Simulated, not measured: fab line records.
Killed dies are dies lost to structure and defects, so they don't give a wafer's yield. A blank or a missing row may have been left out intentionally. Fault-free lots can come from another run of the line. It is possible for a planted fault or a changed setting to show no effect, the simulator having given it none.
Split-lot experiment	flow n5-finfet	39 wafers read from 7 lots, route of 1938 steps

SPLIT DETAILS
At N5_BEOL_M9_ILD_DEP_00 (deposits SiCOH lowk from DEMS/porogen, target thk 308.51 nm, time 58 s), the setting time-s was moved away from the recipe's 58 s on 6 of the 39 wafers read, by +46.9% to +47.7%. This setting was run at the recipe's value on the other wafers.

BETWEEN THE SPLIT AND THE READING: the file shows 1 step in between
- N5_BEOL_M9_CURE_71: cures SiCOH lowk, time 240 s

THE READING
At N5_BEOL_M9_THK_MEAS_01: M9_ILD_THK, given in nm. On this fab line, fault-free wafers typically give 267 nm with a standard deviation of 4.1 nm.

wafer	tool, chamber at the split	time-s as run, s	against the recipe	M9_ILD_THK, nm	against lot-mates on the recipe
L076.1	pecvd-01, 2	58	recipe	270	-
L076.2	pecvd-01, 0	85.68	+47.7%	400	+129
L076.3	pecvd-01, 1	58	recipe	268	-
L076.4	pecvd-01, 0	85.68	+47.7%	399	+128
L076.5	pecvd-01, 2	58	recipe	275	-
L076.6	pecvd-01, 1	85.68	+47.7%	404	+133
L077.2	pecvd-03, 0	58	recipe	265	-
L077.3	pecvd-03, 2	58	recipe	264	-
L077.6	pecvd-03, 0	58	recipe	268	-
L083.1	pecvd-02, 1	58	recipe	262	-
L083.2	pecvd-02, 2	58	recipe	262	-
L083.3	pecvd-02, 1	85.23	+46.9%	389	+125
L083.4	pecvd-02, 2	58	recipe	269	-
L083.5	pecvd-02, 2	85.23	+46.9%	392	+128
L083.6	pecvd-02, 1	85.23	+46.9%	393	+129
L085.1	pecvd-01, 2	58	recipe	265	-
L085.2	pecvd-01, 0	58	recipe	266	-
L085.3	pecvd-01, 1	58	recipe	264	-
L085.4	pecvd-01, 0	58	recipe	268	-
L085.5	pecvd-01, 1	58	recipe	268	-
L085.6	pecvd-01, 2	58	recipe	265	-
L090.1	pecvd-01, 0	58	recipe	264	-
L090.2	pecvd-01, 1	58	recipe	268	-
L090.3	pecvd-01, 2	58	recipe	268	-
L090.4	pecvd-01, 0	58	recipe	269	-
L090.5	pecvd-01, 2	58	recipe	273	-
L090.6	pecvd-01, 1	58	recipe	272	-
L091.1	pecvd-02, 2	58	recipe	258	-
L091.2	pecvd-02, 1	58	recipe	262	-
L091.3	pecvd-02, 0	58	recipe	261	-
L091.4	pecvd-02, 2	58	recipe	265	-
L091.5	pecvd-02, 1	58	recipe	264	-
L091.6	pecvd-02, 0	58	recipe	267	-
L096.1	pecvd-01, 2	58	recipe	266	-
L096.2	pecvd-01, 1	58	recipe	273	-
L096.3	pecvd-01, 0	58	recipe	262	-
L096.4	pecvd-01, 2	58	recipe	269	-
L096.5	pecvd-01, 1	58	recipe	271	-
L096.6	pecvd-01, 0	58	recipe	267	-

THE FIT
A straight line over all 39 wafers: M9_ILD_THK changes by +2.74 nm for each +1% of time-s; r = +1.00; the points scatter about the line by 4 nm.
The same after taking each lot's own level away (the mean of its wafers on the recipe; 39 wafers): +2.71 nm for each +1%; r = +1.00; scatter 2.8 nm.
Per that fit: largest time-s move, reading shift of 1.3e+02 nm.
From 262.8 to 271.0 nm: that is the span of the lots' own levels, equal to 2.0 times the standard deviation above.
The two slopes are in agreement: the lot-to-lot level therefore moves the slope only a little.
Check: +130 nm against its lot-mates is what the line predicts for one of the wafers moved furthest among these (+47.7%) when that wafer is left out of the fit. Against them it came out at +129 nm.

OTHER SPLITS ON THESE WAFERS
Note: prior to the reading, these wafers also went through further splits. Each is held against what the fit with the lots' levels taken away leaves over:
other split on the same wafers	wafers away from the commonest value	r with M9_ILD_THK (lot level and that fit taken away)
N5_BEOL_M1_ALD_84 ald-cycles	15	+0.08
N5_BEOL_M8_DESCUM_33 time-s	12	-0.12

THE WHOLE CHAIN: every reading that the file lists as answering this split, in the file's order
step	what it does	reading	change (the file's fit)	r (the file's)
N5_BEOL_M9_ILD_DEP_00	deposits SiCOH lowk from DEMS/porogen, target thk 308.51 nm, time 58 s	SiCOH_lowk_of_BEOL_M9_ILD_DEP_00.thk-nm (the simulator's own value, which no gauge read)	+3.04 nm for each +1% of the setting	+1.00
N5_BEOL_M9_CURE_71	cures SiCOH lowk, time 240 s	SiCOH_lowk_of_BEOL_M9_ILD_DEP_00.thk-nm (the simulator's own value, which no gauge read)	+2.71 nm for each +1% of the setting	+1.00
N5_BEOL_M9_THK_MEAS_01		M9_ILD_THK	+2.72 for each +1% of the setting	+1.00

FILE'S OWN FIT
M9_ILD_THK changes by +2.72 nm for each +1% of time-s, r = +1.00.
